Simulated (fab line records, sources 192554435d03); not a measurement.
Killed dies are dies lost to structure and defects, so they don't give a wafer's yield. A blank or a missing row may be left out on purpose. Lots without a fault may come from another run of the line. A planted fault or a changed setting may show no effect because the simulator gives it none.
fab line records | flow n5_finfet
record lots=6 wafers=17 last_day=19
route steps=1938 shown BEOL_M6@1251 BEOL_M7@1263 PASSIVATION@1936
lots that met no fault: from a run of the same line without faults
start_h: hours from the record's first day to the start of the lot's first wafer shown | wait_h: hours since the lot's step before | " the same as in the row above | L1.1+2: a row that stands for several wafers | - no value, or no start given | * or withheld: withheld | < > ~ a bound
route shown NAME@n: a module of which the file shows steps, and the number in the route of the first | usual: mean/standard deviation of fault-free wafers | same: alike in all rows | chamber/n: place in a boat | sites: the reading at each site | _std_site: their standard deviation | _edge_site: outer sites' mean less inner sites' | radius_mm: how far each site lies from the wafer's centre | mask NAME#n: copy n | behind: the tool/chamber that last shaped the wafer | hold: why the lot was held/for how many hours/how that ended | device: the transistor (n, p or np) that didn't switch | end of line: the same wafers' tests at the end of the route | a step without rows: its recipe alone | killed: dies lost to structure and defects at the first sort, not the wafer's yield | map: a wafer's dies, x killed, . not, _ none there
set.NAME: the setting as run; set.NAME@STEP: as run at that earlier step | model.NAME: the simulator's own value behind a step, which no gauge read
lots at some steps of the route; a table a step, a row a wafer
services: from which hour (start_h, from the record's first day; less than 0 if before it) a tool's chamber was out of use, for how many hours, and why
## steps
# step N5_BEOL_M6_ALD_77
# recipe material=TaN target_thk_a=20 temp_c=275 ald_precursor_family=PDMAT ald_co_reactant=NH3 pressure_torr=3 carrier_flow_sccm=1500 pulse_time_s=2 purge_time_s=3 co_reactant_purge_time_s=2 co_reactant_pulse_time_s=3 ald_cycles=40 precursor_vessel_temp_c=75 precursor_vessel_pressure_torr=26.25 precursor_vessel_carrier_sccm=1000
# step N5_BEOL_M6_SURFACE_TREAT_79
# recipe gas=Ar time_s=* ion_energy_ev=* ion_current_ma_cm2=0.5 pressure_mtorr=* ar_flow_sccm=30
# step N5_BEOL_M6_CVD_78
# recipe material=Co target_thk_a=20 temp_c=withheld precursor=CCTBA/H2 pressure_torr=30 time_s=142.3
# step N5_BEOL_M6_SPUTTER_48
# recipe material=Cu target_thk_a=100 temp_c=-20 bias_v=60 power_w=26000 chamber_pressure_pa=0.13 time_s=1.667
# step N5_BEOL_M6_ECD_50
# recipe material=Cu target_thk_a=3000
# step N5_BEOL_M6_ANNEAL_51
# recipe temp_c=225 time_s=90 ambient=N2
# usual wafer_temp_C_max=226.7/0.41
# columns lot.wafer tool chamber start_h wait_h wafer_temp_C_max
L209.2 rtp_anneal-01 0 217.69 0.1 226.8
L209.3 " 0 " " 227.2
L209.4 " 0 " " 226.4
L213.1 rtp_anneal-02 0 238.74 0.1 226.0
L213.3 " 0 " " 225.8
L213.6 " 0 " " 226.3
L218.1 rtp_anneal-02 0 288.62 0.1 226.3
L218.2 " 0 " " 227.0
L218.5 " 0 " " 226.4
L220.2 rtp_anneal-02 0 295.47 0.1 226.1
L220.3 " 0 " " 226.2
L220.5 " 0 " " 226.3
L225.2 rtp_anneal-01 0 330.17 0.4 226.9
L225.4 " 0 " " 226.7
L225.6 " 0 " " 226.4
L229.5 rtp_anneal-02 0 357.31 0.2 226.2
L229.6 " 0 " " 226.1
# step N5_BEOL_M6_CMP_52
# recipe stop_on=SiCOH_lowk t_overpolish_s=6.9 down_force_psi=1 platen_rpm=50 clearing_platen_down_force_psi=1.5 clearing_platen_rpm=50 post_cmp_clean=cu_alkaline target_thk_nm=80 clearing_platen_pad_velocity_m_s=0.99484 pad_velocity_m_s=0.99484
# step N5_BEOL_M6_THK_MEAS_53
# recipe thk_meas_gauge=xrf reads=Cu_of_BEOL_M6_ECD_50
# usual M6_THK=80.3/1.9
# columns lot.wafer tool chamber start_h wait_h M6_THK[nm]
L209.2 film_metro-01 - 218.23 - 81.9
L209.3 " - " " 80.7
L209.4 " - " " 81.7
L213.1 film_metro-02 - 239.33 - 77.4
L213.3 " - " " 80.5
L213.6 " - " " 79.4
L218.1 film_metro-01 - 289.21 - 76.6
L218.2 " - " " 84.1
L218.5 " - " " 81.3
L220.2 film_metro-01 - 296.02 - 81.2
L220.3 " - " " 81.1
L220.5 " - " " 78.3
L225.2 film_metro-02 - 330.71 - 80.5
L225.4 " - " " 80.3
L225.6 " - " " 79.5
L229.5 film_metro-01 - 357.73 - 77.5
L229.6 " - " " 82.7
# step N5_BEOL_M6_PRE_CLEAN_55
# recipe gas=NH3 time_s=15 temp_c=withheld rf_power_w=300
# step N5_BEOL_M6_DEP_56
# recipe material=SiCN target_thk_a=100 temp_c=withheld precursor=3MS/NH3 pressure_torr=3 rf_w=202 time_s=17.5
# usual showerhead_plenum_p_Torr=3.669/0.014 throttle_valve_pct=9.1/0.39
# columns lot.wafer tool chamber start_h wait_h showerhead_plenum_p_Torr throttle_valve_pct
L209.2 pecvd-04 2 218.29 0.0 3.666 9.0
L209.3 " 1 " " 3.675 9.5
L209.4 " 1 " " 3.682 9.4
L213.1 pecvd-01 2 239.40 0.0 3.686 8.9
L213.3 " 0 " " 3.648 9.3
L213.6 " 0 " " 3.650 9.3
L218.1 pecvd-04 0 289.27 0.0 3.648 10.2
L218.2 " 2 " " 3.675 8.8
L218.5 " 1 " " 3.684 9.5
L220.2 pecvd-01 2 296.08 0.0 3.670 9.0
L220.3 " 1 " " 3.689 9.2
L220.5 " 0 " " 3.648 9.3
L225.2 pecvd-01 1 330.77 0.0 3.685 8.8
L225.4 " 1 " " 3.671 9.0
L225.6 " 0 " " 3.647 9.5
L229.5 pecvd-03 2 357.81 0.0 3.677 8.4
L229.6 " 0 " " 3.664 9.1
# step N5_BEOL_M6_RS_MEAS_57
# recipe thk_meas_gauge=four-point-probe reads=Cu_of_BEOL_M6_ECD_50+Co_of_BEOL_M6_CVD_78+TaN_of_BEOL_M6_ALD_77
# usual M6_RS=0.285/0.0084
# columns lot.wafer tool chamber start_h wait_h M6_RS[ohm/sq]
L209.2 film_metro-01 - 218.36 0.1 0.276
L209.3 " - " " 0.283
L209.4 " - " " 0.280
L213.1 film_metro-01 - 239.49 0.1 0.294
L213.3 " - " " 0.281
L213.6 " - " " 0.286
L218.1 film_metro-01 - 289.34 0.1 0.301
L218.2 " - " " 0.271
L218.5 " - " " 0.282
L220.2 film_metro-02 - 296.15 0.1 0.281
L220.3 " - " " 0.279
L220.5 " - " " 0.291
L225.2 film_metro-02 - 330.84 0.1 0.283
L225.4 " - " " 0.285
L225.6 " - " " 0.288
L229.5 film_metro-01 - 357.86 0.0 0.296
L229.6 " - " " 0.275
# step N5_BEOL_M6_INSPECT_58
# recipe inspect_instrument=darkfield mode=post_dep
# usual raw_defect_count=72/25
# columns lot.wafer tool chamber start_h wait_h raw_defect_count
L209.2 defect_inspect-01 - 218.39 0.0 56
L209.3 " - " " 62
L209.4 " - " " 85
L213.1 defect_inspect-01 - 239.51 0.0 68
L213.3 " - " " 44
L213.6 " - " " 69
L218.1 defect_inspect-02 - 289.37 0.0 93
L218.2 " - " " 88
L218.5 " - " " 107
L220.2 defect_inspect-01 - 296.17 0.0 99
L220.3 " - " " 62
L220.5 " - " " 65
L225.2 defect_inspect-02 - 330.87 0.0 123
L225.4 " - " " 116
L225.6 " - " " 143
L229.5 defect_inspect-01 - 357.89 0.0 61
L229.6 " - " " 52
# step N5_BEOL_M7_ILD_DEP_00
# recipe material=SiCOH_lowk target_thk_a=1797.5 temp_c=300 precursor=DEMS/porogen pressure_torr=5 rf_w=500 time_s=33.4
# usual heater_power_w=323/60 showerhead_plenum_p_Torr=5.742/0.017 susceptor_temp_C=300.04/0.18 throttle_valve_pct=14.1/0.68
# columns lot.wafer tool chamber start_h wait_h heater_power_w showerhead_plenum_p_Torr susceptor_temp_C throttle_valve_pct model.SiCOH_lowk_of_BEOL_M7_ILD_DEP_00.thk_nm
L209.2 pecvd-02 1 218.43 0.0 332 5.755 300.08 13.9 177
L209.3 " 0 " " 250 5.742 300.10 14.6 179.4
L209.4 " 1 " " 345 5.752 299.95 13.6 179.8
L213.1 pecvd-04 2 239.55 0.0 333 5.744 299.91 13.5 177.8
L213.3 " 1 " " 369 5.763 300.38 14.7 177.4
L213.6 " 2 " " 328 5.753 299.74 13.5 181
L218.1 pecvd-02 1 289.41 0.0 375 5.743 296.08 14.0 183.4
L218.2 " 0 " " 271 5.755 296.18 14.7 184.4
L218.5 " 0 " " 207 5.747 296.05 14.6 183.4
L220.2 pecvd-02 1 296.21 0.0 353 5.745 296.25 14.1 182
L220.3 " 0 " " 250 5.753 296.00 14.6 184.2
L220.5 " 1 " " 357 5.737 296.28 13.8 185.6
L225.2 pecvd-04 0 330.90 0.0 452 5.708 299.96 15.7 176.2
L225.4 " 0 " " 366 5.707 299.80 15.3 178.2
L225.6 " 2 " " 348 5.762 299.87 13.5 179.2
L229.5 pecvd-01 1 357.94 0.1 384 5.751 299.82 13.9 185.8
L229.6 " 0 " " 363 5.709 300.29 14.4 182.2
# step N5_BEOL_M7_CURE_74
# recipe temp_c=385 time_s=240 ambient=He/Ar material=SiCOH_lowk
# step N5_BEOL_M7_THK_MEAS_01
# recipe reads=SiCOH_lowk_of_BEOL_M7_ILD_DEP_00
# usual M7_ILD_THK=155.1/2.2
# columns lot.wafer tool chamber start_h wait_h M7_ILD_THK[nm]
L209.2 film_metro-02 - 220.78 0.4 152.8
L209.3 " - " " 154.6
L209.4 " - " " 155.1
L213.1 film_metro-02 - 240.13 0.4 153.4
L213.3 " - " " 153.0
L213.6 " - " " 156.0
L218.1 film_metro-01 - 291.85 1.6 158.2
L218.2 " - " " 159.3
L218.5 " - " " 158.2
L220.2 film_metro-01 - 296.79 0.4 157.0
L220.3 " - " " 159.0
L220.5 " - " " 160.1
L225.2 film_metro-02 - 331.48 0.4 152.1
L225.4 " - " " 153.6
L225.6 " - " " 154.5
L229.5 film_metro-02 - 358.50 0.1 160.3
L229.6 " - " " 157.1
# step N5_BEOL_M7_PECVD_70
# recipe material=SiO2 target_thk_a=200 temp_c=400 precursor=TEOS/O2 pressure_torr=5.5 rf_w=450 teos_flow_sccm=53.8 gas=O2 flow_sccm=3000 time_s=22.7
# step N5_BEOL_M7_HM_DEP_02
# recipe material=TiN target_thk_a=200 temp_c=25 chamber_pressure_pa=0.49996
# usual substrate_temp_c=25.00/0.11 susceptor_temp_C=25.01/0.11 throttle_valve_pct=30.1/1.2
# columns lot.wafer tool chamber start_h wait_h substrate_temp_c susceptor_temp_C throttle_valve_pct
L209.2 pvd_sputter-03 - 223.86 3.0 24.98 25.08 31.1
L209.3 " - " " 24.91 25.37 29.6
L209.4 " - " " 24.96 25.03 30.5
L213.1 pvd_sputter-01 - 241.79 1.6 24.99 25.03 31.2
L213.3 " - " " 24.86 24.97 31.4
L213.6 " - " " 24.88 24.87 31.3
L218.1 pvd_sputter-02 - 292.33 0.4 25.09 24.98 29.0
L218.2 " - " " 25.01 25.23 29.4
L218.5 " - " " 25.14 25.18 28.3
L220.2 pvd_sputter-02 - 297.57 0.7 25.14 24.94 28.9
L220.3 " - " " 25.07 25.08 29.0
L220.5 " - " " 25.26 25.03 29.3
L225.2 pvd_sputter-03 - 332.02 0.5 25.05 24.98 29.5
L225.4 " - " " 25.23 25.16 31.4
L225.6 " - " " 25.15 25.07 31.3
L229.5 pvd_sputter-02 - 360.21 1.6 24.94 25.03 29.2
L229.6 " - " " 25.12 24.91 29.0
# step N5_BEOL_M7_COAT_59
# recipe resist=SOC temp_c=250 time_s=60 spin_rpm=1500 resist_thk_nm=100
# step N5_BEOL_M7_COAT_60
# recipe resist=SiARC temp_c=220 time_s=60 spin_rpm=1500 resist_thk_nm=35
# step N5_BEOL_M7_COAT_05
# recipe resist=CAR-ArF spin_rpm=1500 resist_thk_nm=90
# step N5_BEOL_M7_EBR_07
# recipe solvent=PGMEA ebr_width_mm=1.5
# step N5_BEOL_M7_SOFTBAKE_06
# recipe temp_c=110 time_s=60 resist=CAR-ArF
# step N5_BEOL_M7_EXPOSE_08
# recipe mask_id=M7 na=1.35 source_shape=dipole sigma_inner=0.817 sigma_outer=0.97 polarization=te dose_mj=68.25
# step N5_BEOL_M7_PEB_09
# recipe peb_temp_c=withheld peb_time_s=60 resist=CAR-ArF
# step N5_BEOL_M7_DEVELOP_10
# recipe develop_time_s=30 developer=TMAH resist=CAR-ArF rinse_liquid=diw dry=air_spin dev_temp_c=23
# step N5_BEOL_M7_CD_MEAS_11
# recipe target_cd_nm=38.5 landing_energy_ev=500 detector=se_inlens polarity=opening
# usual cd_nm=38.4/0.39
# columns lot.wafer tool chamber start_h wait_h cd_nm
L209.2 cd_sem-01 0 224.36 - 37.6
L209.3 " 0 " " 38.0
L209.4 " 0 " " 37.8
L213.1 cd_sem-03 0 242.28 - 38.0
L213.3 " 0 " " 38.3
L213.6 " 0 " " 38.5
L218.1 cd_sem-01 0 292.83 - 38.2
L218.2 " 0 " " 37.8
L218.5 " 0 " " 38.2
L220.2 cd_sem-02 0 298.08 - 38.9
L220.3 " 0 " " 38.4
L220.5 " 0 " " 37.8
L225.2 cd_sem-03 0 332.52 - 38.4
L225.4 " 0 " " 38.4
L225.6 " 0 " " 38.8
L229.5 cd_sem-03 0 360.67 - 38.7
L229.6 " 0 " " 38.5
# step N5_BEOL_M7_OVL_MEAS_12
# recipe points_per_wafer=44
# usual M7_OVL=-0.1/0.75
# columns lot.wafer tool chamber start_h wait_h M7_OVL[nm]
L209.2 overlay-01 0 224.39 0.0 -1.2
L209.3 " 0 " " -0.1
L209.4 " 0 " " -1.2
L213.1 overlay-02 0 242.31 0.0 -0.7
L213.3 " 0 " " 0.4
L213.6 " 0 " " -0.6
L218.1 overlay-01 0 292.86 0.0 -0.3
L218.2 " 0 " " -0.1
L218.5 " 0 " " 0.7
L220.2 overlay-01 0 298.11 0.0 0.8
L220.3 " 0 " " -0.3
L220.5 " 0 " " 0.1
L225.2 overlay-02 0 332.55 0.0 -0.1
L225.4 " 0 " " -0.4
L225.6 " 0 " " -0.6
L229.5 overlay-01 0 360.69 0.0 -1.2
L229.6 " 0 " " -0.2
# step N5_BEOL_M7_INSPECT_13
# recipe mode=adi inspect_instrument=brightfield
# usual raw_defect_count=409/110
# columns lot.wafer tool chamber start_h wait_h raw_defect_count
L209.2 defect_inspect-02 - 224.41 0.0 344
L209.3 " - " " 379
L209.4 " - " " 402
L213.1 defect_inspect-01 - 242.34 0.0 237
L213.3 " - " " 231
L213.6 " - " " 299
L218.1 defect_inspect-01 - 292.88 0.0 546
L218.2 " - " " 401
L218.5 " - " " 559
L220.2 defect_inspect-01 - 298.13 0.0 356
L220.3 " - " " 310
L220.5 " - " " 383
L225.2 defect_inspect-02 - 332.58 0.0 535
L225.4 " - " " 472
L225.6 " - " " 447
L229.5 defect_inspect-02 - 360.72 0.0 448
L229.6 " - " " 347
# step N5_BEOL_M7_DESCUM_16
# recipe chemistry=O2 time_s=7.9 source_power_w=50 bias_power_w=20 pressure_mtorr=20 rf_frequency_hz=2.712e+07 temp_c=40 resist=CAR-ArF o2_flow_sccm=225
# step N5_BEOL_M7_ETCH_61
# recipe chemistry=CF4 target=SiARC target_depth_a=455 mask_material=CAR-ArF time_s=75.8 ion_energy_ev=80 pressure_mtorr=40 source_w=545 bias_w=36 Ar_flow_sccm=100 cf4_flow_sccm=100 ends=cleared
# usual drypump_motor_current_A=5.9/0.49 etch_rf_on_time_s=75.0/1.4 oes_product_au=0.71/0.069 rf_vpp_V=184.3/1 showerhead_plenum_p_Torr=2.16/0.06 throttle_valve_pct=15.46/0.26
# columns lot.wafer tool chamber start_h wait_h drypump_motor_current_A etch_rf_on_time_s oes_product_au rf_hours_counter_h rf_vpp_V showerhead_plenum_p_Torr throttle_valve_pct
L209.2 rie_diel-01 2 224.51 0.0 5.7 76.3 0.71 55 183.5 2.17 15.44
L209.3 " 0 " " 6.4 75.9 0.69 117 185.1 2.15 15.42
L209.4 " 3 " " 5.4 73.8 0.81 9 182.4 2.11 15.20
L213.1 rie_diel-01 3 242.52 0.0 5.4 74.0 0.79 16 182.5 2.11 15.21
L213.3 " 0 " " 6.4 75.7 0.69 124 185.7 2.15 15.43
L213.6 " 2 " " 5.7 74.7 0.70 - 184.7 2.17 15.49
L218.1 rie_diel-03 1 292.96 0.0 6.0 76.5 0.60 207 183.9 2.21 16.12
L218.2 " 2 " " 5.8 75.9 0.61 179 184.4 2.14 15.56
L218.5 " 3 " " 6.6 74.8 0.72 - 182.5 2.17 15.35
L220.2 rie_diel-03 1 298.20 0.0 6.0 76.4 0.60 208 184.4 2.21 16.14
L220.3 " 3 " " 6.6 72.6 0.74 58 184.1 2.17 15.37
L220.5 " 2 " " 5.8 75.0 0.62 - 184.8 2.14 15.57
L225.2 rie_diel-02 2 332.64 0.0 6.5 74.7 0.74 46 183.0 2.09 15.65
L225.4 " 2 " " 6.4 75.1 0.74 - 184.1 2.09 15.64
L225.6 " 3 " " 6.2 75.0 0.81 - 186.4 2.29 15.32
L229.5 rie_diel-02 3 361.12 0.0 6.2 75.2 0.78 - 184.3 2.28 15.34
L229.6 " 2 " " 6.4 75.3 0.74 - 182.9 2.09 15.67
# step N5_BEOL_M7_ETCH_62
# recipe chemistry=N2/H2 target=SOC target_depth_a=1100 overetch_a=220 mask_material=SiARC temp_c=40 time_s=165 ion_energy_ev=200 pressure_mtorr=30 source_w=840 bias_w=150 n2_flow_sccm=200 h2_flow_sccm=200
# usual drypump_motor_current_A=5.9/0.49 oes_product_au=0.70/0.064 rf_vpp_V=524.7/2.2 showerhead_plenum_p_Torr=2.57/0.08 throttle_valve_pct=17.66/0.29
# columns lot.wafer tool chamber start_h wait_h drypump_motor_current_A oes_product_au rf_hours_counter_h rf_vpp_V showerhead_plenum_p_Torr throttle_valve_pct
L209.2 rie_diel-01 2 224.57 0.0 5.7 0.71 55 525.3 2.60 17.78
L209.3 " 0 " " 6.4 0.69 117 524.2 2.56 17.63
L209.4 " 3 " " 5.4 0.79 9 522.9 2.48 17.20
L213.1 rie_diel-01 3 242.58 0.0 5.3 0.78 16 522.1 2.48 17.20
L213.3 " 0 " " 6.4 0.67 124 526.3 2.55 17.62
L213.6 " 2 " " 5.7 0.70 - 525.9 2.60 17.80
L218.1 rie_diel-03 1 293.01 0.0 6.0 0.60 207 525.1 2.62 18.32
L218.2 " 2 " " 5.8 0.60 179 524.1 2.54 17.78
L218.5 " 3 " " 6.6 0.71 - 525.4 2.58 17.55
L220.2 rie_diel-03 1 298.25 0.0 6.1 0.59 208 526.1 2.62 18.33
L220.3 " 3 " " 6.6 0.71 58 526.2 2.58 17.55
L220.5 " 2 " " 5.8 0.60 - 522.4 2.54 17.77
L225.2 rie_diel-02 2 332.70 0.0 6.4 0.73 46 522.0 2.47 17.79
L225.4 " 2 " " 6.4 0.73 - 520.9 2.47 17.82
L225.6 " 3 " " 6.2 0.80 - 528.5 2.73 17.69
L229.5 rie_diel-02 3 361.22 0.1 6.2 0.77 - 530.0 2.72 17.70
L229.6 " 2 " " 6.5 0.72 - 520.8 2.47 17.83
# step N5_BEOL_M7_STRIP_68
# recipe chemistry=N2/H2 temp_c=40 n2_flow_sccm=200 h2_flow_sccm=200 rf_frequency_hz=6e+07
# step N5_BEOL_M7_STRIP_67
# recipe chemistry=CF4 resist=SiARC power_w=300 bias_power_w=75 pressure_mtorr=50 cf4_flow_sccm=150 rf_frequency_hz=6e+07
# step N5_BEOL_M7_HM_OPEN_17
# recipe chemistry=Cl2/BCl3 target_depth_a=200 overetch_a=60 target=TiN mask_material=SOC ion_energy_ev=150 pressure_mtorr=10 icp_w=1000 bias_w=126 Cl2_flow_sccm=53.25 bcl3_flow_sccm=21.75 Ar_flow_sccm=25
# step N5_BEOL_M7_STRIP_19
# recipe chemistry=O2 power_w=400 temp_c=40 pressure_mtorr=30 rf_frequency_hz=6e+07 bias_power_w=0 overash_fraction=0.2 o2_flow_sccm=225
# step N5_BEOL_M7_CD_MEAS_18
# recipe pitch_nm=80 target_cd_nm=40
# usual cd_nm=39.8/0.51
# columns lot.wafer tool chamber start_h wait_h cd_nm
L209.2 cd_sem-03 - 224.94 0.1 39.3
L209.3 " - " " 39.1
L209.4 " - " " 39.5
L213.1 cd_sem-02 - 242.95 0.0 40.1
L213.3 " - " " 40.3
L213.6 " - " " 40.3
L218.1 cd_sem-02 - 293.39 0.0 39.5
L218.2 " - " " 39.1
L218.5 " - " " 39.4
L220.2 cd_sem-01 - 298.64 0.1 39.9
L220.3 " - " " 39.7
L220.5 " - " " 39.7
L225.2 cd_sem-02 - 333.07 0.1 39.7
L225.4 " - " " 39.6
L225.6 " - " " 40.2
L229.5 cd_sem-03 - 361.54 0.0 40.2
L229.6 " - " " 39.7
# step N5_BEOL_M7_COAT_63
# recipe resist=SOC temp_c=250 time_s=60 spin_rpm=1500 resist_thk_nm=60
# step N5_BEOL_M7_COAT_64
# recipe resist=SiARC temp_c=220 time_s=60 spin_rpm=1500 resist_thk_nm=12
# step N5_BEOL_M7_COAT_71
# recipe resist=underlayer temp_c=205 time_s=60 spin_rpm=1500 resist_thk_nm=5
# step N5_BEOL_M7_COAT_22
# recipe resist=CAR-EUV spin_rpm=1500 resist_thk_nm=30
# step N5_BEOL_M7_EBR_24
# recipe solvent=PGMEA ebr_width_mm=1.5
# step N5_BEOL_M7_SOFTBAKE_23
# recipe temp_c=110 time_s=60 resist=CAR-EUV
# step N5_BEOL_M7_CMP_52
# recipe stop_on=SiCOH_lowk t_overpolish_s=6.9 down_force_psi=1 platen_rpm=50 clearing_platen_down_force_psi=1.5 clearing_platen_rpm=50 post_cmp_clean=cu_alkaline target_thk_nm=80 clearing_platen_pad_velocity_m_s=0.99484 pad_velocity_m_s=0.99484
# usual barrier_field_endpoint_s=28.9/0.74 motor_current_A=6.1/0.53 overpolish_run_s=6.900/0.0085 pad_life_wafers=1129/650 time_to_endpoint_s=62/3
# columns lot.wafer tool chamber start_h wait_h barrier_field_endpoint_s motor_current_A overpolish_run_s pad_life_wafers time_to_endpoint_s model.SiCOH_lowk_of_BEOL_M7_ILD_DEP_00.thk_nm
L209.2 cmp-04 1 230.43 0.8 28.2 6.9 6.907 829 62 149.6
L209.3 " 2 " " 28.0 7.2 6.896 830 59 151.8
L209.4 " 3 " " 29.0 6.4 6.920 831 63 152.2
L213.1 cmp-02 0 246.01 0.3 28.3 6.5 6.889 1860 59 150.4
L213.3 " 2 " " 28.0 6.0 6.912 1862 62 150
L213.6 " 0 " " 28.8 6.5 6.910 - 60 153
L218.2 cmp-02 1 300.66 0.2 27.5 5.5 6.899 175 62 156
L218.1 " 3 " " 29.2 5.7 6.896 177 68 155.2
L218.5 " 0 " " 27.7 6.2 6.901 - 62 155.2
L220.2 cmp-04 2 302.73 0.2 29.4 7.3 6.903 1506 62 154
L220.3 " 3 " " 28.6 6.2 6.878 1507 59 156
L220.5 " 2 " " 28.6 7.2 6.908 - 56 157.2
L225.4 cmp-03 1 337.74 0.1 30.1 6.7 6.900 138 64 150.6
L225.2 " 3 " " 29.7 5.5 6.903 140 64 148.8
L225.6 " 2 " " 30.4 6.0 6.881 - 64 151.4
L229.5 cmp-03 1 365.18 0.2 28.8 6.9 6.912 - 66 157.4
L229.6 " 2 " " 29.3 5.6 6.910 - 67 154.2
# step N5_PASSIVATION_PROBE_49
# usual defect_limited_yield=91.0/1.6 killed_at_M0_to_M3=35/11 killed_at_M4_up=14/5.3 killed_at_contacts=13/6.7 killed_at_front_end=41/12 killed_at_other=3.9/2.7 killed_dies=106/19 killed_open=70/14 killed_short=35/8.8 sort_bin_5_function=5.3/1 sort_bin_6_memory=3.3/0.81 sort_n_pass=1073/19 sort_yield_pct=91.0/1.6
# same gross_dies=1180 killed_at_back_side=0 sort_bin_4_leakage[%]=0 sort_bin_8_speed[%]=0
# columns lot.wafer tool chamber start_h wait_h defect_limited_yield[%] killed_at_M0_to_M3 killed_at_M4_up killed_at_contacts killed_at_front_end killed_at_other killed_dies killed_open killed_short sort_bin_5_function[%] sort_bin_6_memory[%] sort_n_pass sort_yield_pct[%]
L209.2 prober-01 - 308.11 1.0 87.3 56 12 25 52 5 150 106 44 7.7 4.7 1030 87.3
L209.3 prober-01 - 308.16 1.1 89.8 26 11 28 49 6 120 78 41 5.7 4.3 1060 89.8
L209.4 prober-01 - 308.21 1.1 86.4 70 16 26 45 3 160 107 53 6.8 6.2 1020 86.4
L213.1 prober-02 - 323.33 0.0 87.4 54 17 35 42 1 149 90 57 6.5 5.9 1031 87.4
L213.3 prober-02 - 323.43 0.1 90.6 34 7 13 55 2 111 68 35 5.3 3.5 1069 90.6
L213.6 prober-02 - 323.58 0.3 88.1 50 12 26 49 4 141 86 53 7.5 3.9 1039 88.1
L225.2 prober-01 - 422.83 0.1 88.8 59 9 16 46 2 132 96 35 5.6 5.2 1048 88.8
L225.4 prober-01 - 422.93 0.2 90.1 40 8 16 52 1 117 81 35 5.9 3.6 1063 90.1
# killed by level:class
L209.2 MOL_CONTACT_COAG:geometric_particle:open=22 BEOL_M0_SAQP:geometric_particle:open=15 BEOL_M1:geometric_particle:open=13 FIN_SAQP:geometric_particle:open=11 BEOL_M0_SAQP:geometric_particle:short=11 FIN_SAQP:geometric_particle:short=8 BEOL_M3:geometric_particle:open=7 DUMMY_GATE:geometric_particle:open=6
L209.3 MOL_CONTACT_COAG:geometric_particle:open=23 FIN_SAQP:geometric_particle:open=14 BEOL_M0_SAQP:geometric_particle:short=11 FIN_SAQP:geometric_particle:short=7 BEOL_M0_SAQP:geometric_particle:open=7 GATE_CUT:geometric_particle:short=6 STI_FIN_REVEAL:geometric_particle:open=5 MOL_CONTACT_COAG:geometric_particle:short=5
L209.4 BEOL_M0_SAQP:geometric_particle:short=22 MOL_CONTACT_COAG:geometric_particle:open=20 FIN_SAQP:geometric_particle:open=16 BEOL_M0_SAQP:geometric_particle:open=15 BEOL_M1:geometric_particle:open=14 FIN_SAQP:geometric_particle:short=11 BEOL_M3:geometric_particle:open=8 MOL_CONTACT_COAG:geometric_particle:short=6
L213.1 MOL_CONTACT_COAG:geometric_particle:open=28 BEOL_M0_SAQP:geometric_particle:short=20 FIN_SAQP:geometric_particle:open=17 BEOL_M0_SAQP:geometric_particle:open=10 BEOL_M0:geometric_particle:short=9 BEOL_M4:geometric_particle:open=9 MOL_CONTACT_COAG:geometric_particle:short=7 DUMMY_GATE:geometric_particle:open=6
L213.3 FIN_SAQP:geometric_particle:open=13 BEOL_M0_SAQP:geometric_particle:short=12 STI_FIN_REVEAL:geometric_particle:open=9 MOL_CONTACT_COAG:geometric_particle:open=9 BEOL_M0_SAQP:geometric_particle:open=9 HKMG_FIN:area_etch=8 FIN_SAQP:geometric_particle:short=6 DUMMY_GATE:geometric_particle:open=5
L213.6 BEOL_M0_SAQP:geometric_particle:short=20 BEOL_M0_SAQP:geometric_particle:open=19 MOL_CONTACT_COAG:geometric_particle:open=17 FIN_SAQP:geometric_particle:open=15 MOL_CONTACT_COAG:geometric_particle:short=8 STI_FIN_REVEAL:geometric_particle:open=7 FIN_SAQP:geometric_particle:short=6 DUMMY_GATE:geometric_particle:open=4
L225.2 STI_FIN_REVEAL:geometric_particle:open=21 BEOL_M0_SAQP:geometric_particle:open=19 BEOL_M2:geometric_particle:open=15 MOL_CONTACT_COAG:geometric_particle:open=13 BEOL_M0_SAQP:geometric_particle:short=13 BEOL_M1:geometric_particle:open=8 STI_FIN_REVEAL:geometric_particle:short=6 GATE_CUT:geometric_particle:open=5
L225.4 STI_FIN_REVEAL:geometric_particle:open=22 MOL_CONTACT_COAG:geometric_particle:open=14 BEOL_M0_SAQP:geometric_particle:short=10 BEOL_M0_SAQP:geometric_particle:open=9 FIN_SAQP:geometric_particle:open=7 GATE_CUT:geometric_particle:short=7 BEOL_M2:geometric_particle:open=7 BEOL_M1:geometric_particle:open=5
## services
# columns tool chamber start_h hours kind
cmp-03 - 201.22 11.4 pm
rie_diel-01 3 216.72 5.4 repair
pecvd-04 2 221.37 2.1 scheduled_down
pecvd-03 2 222.84 7.1 repair
pecvd-01 1 223.94 2.1 scheduled_down
cmp-03 - 224.16 0.9 repair
rie_diel-02 - 226.79 14.6 pm
pecvd-01 1 231.76 22.7 repair
cmp-02 - 240.69 4.6 pm
pecvd-02 - 264.28 5.5 pm
cmp-02 - 270.72 4.0 pm
rie_diel-02 0 275.91 6.9 repair
rie_diel-01 2 285.53 14.8 repair
pvd_sputter-03 - 294.50 0.8 repair
cmp-04 - 296.61 0.9 repair
rie_diel-02 3 302.17 - clean
rie_diel-02 3 302.17 - consumable_replace:focus_ring
cmp-02 - 303.82 0.9 repair
pecvd-04 1 307.59 2.1 scheduled_down
pecvd-03 - 324.74 0.7 repair
cmp-03 - 324.96 4.0 pm
cmp-02 - 327.71 16.8 pm
cmp-04 - 329.53 6.7 pm
cmp-04 - 341.12 1.1 repair
## key
first_sign step=N5_BEOL_M7_ILD_DEP_00 reading=susceptor_temp_C direction=down sigmas=21 usual=* struck=*
effect step=N5_BEOL_M7_THK_MEAS_01 reading=M7_ILD_THK direction=up sigmas=1.6 usual=155.1 struck=158.6
model_effect step=N5_BEOL_M7_ILD_DEP_00 value=SiCOH_lowk_of_BEOL_M7_ILD_DEP_00.thk_nm without=179.8 struck=183.8
model_effect step=N5_BEOL_M7_CMP_52 value=SiCOH_lowk_of_BEOL_M7_ILD_DEP_00.thk_nm without=152.1 struck=155.6
met_at N5_BEOL_M7_ILD_DEP_00
struck_wafers L218.1,L218.2,L218.5,L220.2,L220.3,L220.5
rows_end L218.1,L218.2,L218.5,L220.2,L220.3,L220.5
onset_between 218.43 289.41
fault kind=process_parameter_drift tool=pecvd-02 chamber=- onset_h=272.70 steps=N5_BEOL_M7_ILD_DEP_00 channel=temp_c offset=* shape=step acts_in=* stated=*
# rows_end: these wafers met a further fault down the route, and their rows from its step on are left out
